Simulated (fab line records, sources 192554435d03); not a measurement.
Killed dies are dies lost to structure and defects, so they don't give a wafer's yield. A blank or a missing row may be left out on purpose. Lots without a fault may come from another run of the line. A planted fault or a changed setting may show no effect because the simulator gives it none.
Split-lot experiment | flow n5_finfet | 7 lots, 39 wafers read, on a route of 1938 steps

THE SPLIT
At N5_BEOL_M6_TRENCH_ETCH_37 (etches SiCOH lowk in C4F6/O2, target depth 94.435 nm, time 31.5 s), the setting target_depth_a was moved away from the recipe's 944.35 angstrom on 12 of the 39 wafers read, by -58.7% to +30.1%. The other wafers ran this setting at the recipe's value.

FROM THE SPLIT TO THE READING: what the file shows between them, 11 steps
- N5_BEOL_M6_ETCH_41: etches SiCN in CH3F/O2, target depth 29.7 nm, time 52 s
- N5_BEOL_M6_STRIP_80: strips in N2/H2, time 10 s
- N5_BEOL_M6_OCD_MEAS_38
- N5_BEOL_M6_HM_STRIP_39: strips TiN in peroxide tin strip, target depth 25 nm, time 158 s
- N5_BEOL_M6_SRD_40: time 30 s
- N5_BEOL_M6_ECD_50: material Cu, target thk 300 nm
- N5_BEOL_M6_ANNEAL_51: time 90 s
- N5_BEOL_M6_CMP_52: polishes, stops on SiCOH lowk, t overpolish 6.9 s, target thk 80 nm
- N5_BEOL_M6_THK_MEAS_53: measures by xrf
- N5_BEOL_M6_PRE_CLEAN_55: time 15 s
- N5_BEOL_M6_DEP_56: deposits SiCN from 3MS/NH3, target thk 10 nm, time 17.5 s

THE READING
M6_RS, in ohm/sq, at N5_BEOL_M6_RS_MEAS_57 (measures by four-point-probe). Fault-free wafers of this fab line usually give 0.287 ohm/sq, standard deviation 0.011 ohm/sq.

wafer  | tool, chamber at the split | target_depth_a as run, angstrom | against the recipe | M6_RS, ohm/sq | against lot-mates on the recipe
L074.1 | rie_diel-04, 3             | 1229                            | +30.1%             | 0.198         | -0.095
L074.2 | rie_diel-04, 0             | 1229                            | +30.1%             | 0.192         | -0.101
L074.3 | rie_diel-04, 1             | 944.35                          | recipe             | 0.293         | -
L074.4 | rie_diel-04, 2             | 944.35                          | recipe             | 0.284         | -
L074.5 | rie_diel-04, 1             | 944.35                          | recipe             | 0.301         | -
L074.6 | rie_diel-04, 0             | 1229                            | +30.1%             | 0.190         | -0.103
L075.1 | rie_diel-05, 0             | 575.8                           | -39.0%             | 0.614         | +0.328
L075.2 | rie_diel-05, 2             | 944.35                          | recipe             | 0.281         | -
L075.3 | rie_diel-05, 3             | 944.35                          | recipe             | 0.293         | -
L075.4 | rie_diel-05, 2             | 575.8                           | -39.0%             | 0.578         | +0.292
L075.5 | rie_diel-05, 3             | 575.8                           | -39.0%             | 0.665         | +0.379
L075.6 | rie_diel-05, 0             | 944.35                          | recipe             | 0.284         | -
L076.1 | rie_diel-04, 2             | 944.35                          | recipe             | 0.295         | -
L076.2 | rie_diel-04, 0             | 944.35                          | recipe             | 0.285         | -
L076.3 | rie_diel-04, 1             | 944.35                          | recipe             | 0.297         | -
L076.4 | rie_diel-04, 3             | 944.35                          | recipe             | 0.299         | -
L076.5 | rie_diel-04, 0             | 944.35                          | recipe             | 0.284         | -
L076.6 | rie_diel-04, 3             | 944.35                          | recipe             | 0.295         | -
L077.1 | rie_diel-05, 0             | 799.9                           | -15.3%             | 0.375         | +0.083
L077.2 | rie_diel-05, 2             | 799.9                           | -15.3%             | 0.376         | +0.084
L077.3 | rie_diel-05, 3             | 799.9                           | -15.3%             | 0.369         | +0.077
L077.4 | rie_diel-05, 3             | 944.35                          | recipe             | 0.293         | -
L077.5 | rie_diel-05, 2             | 944.35                          | recipe             | 0.293         | -
L077.6 | rie_diel-05, 0             | 944.35                          | recipe             | 0.290         | -
L088.1 | rie_diel-04, 0             | 944.35                          | recipe             | 0.283         | -
L088.2 | rie_diel-04, 2             | 944.35                          | recipe             | 0.313         | -
L088.3 | rie_diel-04, 3             | 390                             | -58.7%             | 1.215         | +0.922
L088.4 | rie_diel-04, 1             | 390                             | -58.7%             | 1.413         | +1.120
L088.5 | rie_diel-04, 2             | 390                             | -58.7%             | 1.392         | +1.099
L088.6 | rie_diel-04, 3             | 944.35                          | recipe             | 0.284         | -
L090.1 | rie_diel-04, 3             | 944.35                          | recipe             | 0.292         | -
L090.2 | rie_diel-04, 2             | 944.35                          | recipe             | 0.295         | -
L090.3 | rie_diel-04, 0             | 944.35                          | recipe             | 0.275         | -
L090.4 | rie_diel-04, 1             | 944.35                          | recipe             | 0.282         | -
L090.5 | rie_diel-04, 2             | 944.35                          | recipe             | 0.301         | -
L090.6 | rie_diel-04, 1             | 944.35                          | recipe             | 0.275         | -
L092.4 | rie_diel-05, 2             | 944.35                          | recipe             | 0.281         | -
L092.5 | rie_diel-05, 2             | 944.35                          | recipe             | 0.288         | -
L092.6 | rie_diel-05, 1             | 944.35                          | recipe             | 0.283         | -

THE FIT
A straight line over all 39 wafers: M6_RS changes by -0.0125 ohm/sq for each +1% of target_depth_a; r = -0.90; the points scatter about the line by 0.13 ohm/sq.
The same after taking each lot's own level away (the mean of its wafers on the recipe; 39 wafers): -0.0125 ohm/sq for each +1%; r = -0.90; scatter 0.13 ohm/sq.
On that fit, the largest move of target_depth_a shifts the reading by 0.74 ohm/sq.
The lots' own levels span 0.2840 to 0.2933 ohm/sq, that is 0.8 times the standard deviation above.
So the lot-to-lot level changes the slope little: the two slopes agree.
Check: with one of the wafers moved furthest among these (-58.7%) left out of the fit, the line predicts +0.723 ohm/sq for it against its lot-mates. It came out at +0.922 ohm/sq against them.

THE WHOLE CHAIN: every reading that the file lists as answering this split, in the file's order
step                      | what it does                                                        | reading                                                                      | change (the file's fit)               | r (the file's)
N5_BEOL_M6_TRENCH_ETCH_37 | etches SiCOH lowk in C4F6/O2, target depth 94.435 nm, time 31.5 s   | etch.depth_nm (the simulator's own value, which no gauge read)               | +0.965 nm for each +1% of the setting | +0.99
N5_BEOL_M6_TRENCH_ETCH_37 | etches SiCOH lowk in C4F6/O2, target depth 94.435 nm, time 31.5 s   | BEOL_M6.feature_depth_nm (the simulator's own value, which no gauge read)    | +0.966 nm for each +1% of the setting | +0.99
N5_BEOL_M6_OCD_MEAS_38    |                                                                     | trench_depth_nm                                                              | +0.963 nm for each +1% of the setting | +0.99
N5_BEOL_M6_CMP_52         | polishes, stops on SiCOH lowk, t overpolish 6.9 s, target thk 80 nm | Cu_of_BEOL_M6_ECD_50.thk_nm (the simulator's own value, which no gauge read) | +0.967 nm for each +1% of the setting | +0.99
N5_BEOL_M6_THK_MEAS_53    | measures by xrf                                                     | M6_THK                                                                       | +0.977 for each +1% of the setting    | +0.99
N5_BEOL_M6_RS_MEAS_57     | measures by four-point-probe                                        | M6_RS                                                                        | -0.0129 for each +1% of the setting   | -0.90

THE FILE'S OWN FIT
M6_RS changes by -0.0129 ohm/sq for each +1% of target_depth_a, r = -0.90.
